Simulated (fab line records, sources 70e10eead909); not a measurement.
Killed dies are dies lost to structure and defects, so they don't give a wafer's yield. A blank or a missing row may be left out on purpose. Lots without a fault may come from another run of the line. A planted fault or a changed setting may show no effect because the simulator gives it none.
Chamber matching | flow nand_harc | NHARC_A_STAIRCASE_HM_OPEN_457 on rie_diel-12: 4 sister chambers
The step chemistry O2/COS. 14 wafers are shown with their chamber, then 7 later ones without.

WAFERS WITH THEIR CHAMBER
wafer  | chamber | showerhead_plenum_p_Torr (Torr) | oes_product_au (a.u.) | rf_vpp_V (V)
L101.1 | 3       | 3.25                            | 1.021                 | 471
L101.3 | 2       | 3.00                            | 0.998                 | 464
L101.4 | 0       | 2.92                            | 0.990                 | 462
L102.1 | 2       | 2.99                            | 1.008                 | 466
L102.4 | 0       | 2.91                            | 1.006                 | 463
L102.6 | 0       | 2.91                            | 1.014                 | 463
L105.1 | 0       | 2.91                            | 1.009                 | 461
L105.4 | 2       | 2.99                            | 1.003                 | 466
L105.5 | 0       | 2.91                            | 0.991                 | 462
L106.2 | 1       | 3.22                            | 0.996                 | 469
L106.4 | 2       | 2.98                            | 0.999                 | 463
L106.6 | 1       | 3.22                            | 0.995                 | 469
L112.2 | 2       | 2.98                            | 1.009                 | 465
L112.5 | 0       | 3.37                            | 1.001                 | 471

SIGNATURES (means of the wafers above)
reading                  | chamber 0 | chamber 1 | chamber 2 | chamber 3 | scatter within a chamber
showerhead_plenum_p_Torr | 2.9883    | 3.2200    | 2.9880    | 3.2500    | 0.132
oes_product_au           | 1.00183   | 0.99550   | 1.00340   | 1.02100   | 0.00759
rf_vpp_V                 | 463.67    | 469.00    | 464.80    | 471.00    | 2.72
Rule: a wafer's distance from a chamber is the root of the sum, over the readings, of the square of ((its reading less the chamber's mean) divided by the reading's scatter). The wafer belongs to the nearest chamber; if the next one is less than 2 further off, it can't be placed. The scatter: the root of (the sum of the squares of (reading less its chamber's mean) over the shown wafers, divided by (wafers less chambers)).

WAFERS WITHOUT THEIR CHAMBER
wafer  | showerhead_plenum_p_Torr (Torr) | oes_product_au (a.u.) | rf_vpp_V (V)
L112.6 | 3.23                            | 1.005                 | 469
L119.2 | 2.97                            | 1.010                 | 464
L119.3 | 3.19                            | 0.993                 | 468
L119.4 | 3.35                            | 1.005                 | 471
L121.2 | 2.96                            | 1.016                 | 462
L121.4 | 3.35                            | 1.006                 | 472
L121.5 | 3.19                            | 0.998                 | 470

WHICH CHAMBER EACH WENT THROUGH
wafer  | from the rows above               | in truth
L112.6 | can't be placed: 1 or 3 or 2 or 0 | 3
L119.2 | can't be placed: 2 or 0           | 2
L119.3 | can't be placed: 1 or 2 or 0      | 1
L119.4 | can't be placed: 1 or 3 or 2      | 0
L121.2 | can't be placed: 2 or 0           | 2
L121.4 | can't be placed: 1 or 3 or 2      | 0
L121.5 | 1                                 | 1
Placed correctly: 1 of 7. Can't be placed from these rows: 6 (the true chamber is among the candidates in 4). Placed wrongly: 0.
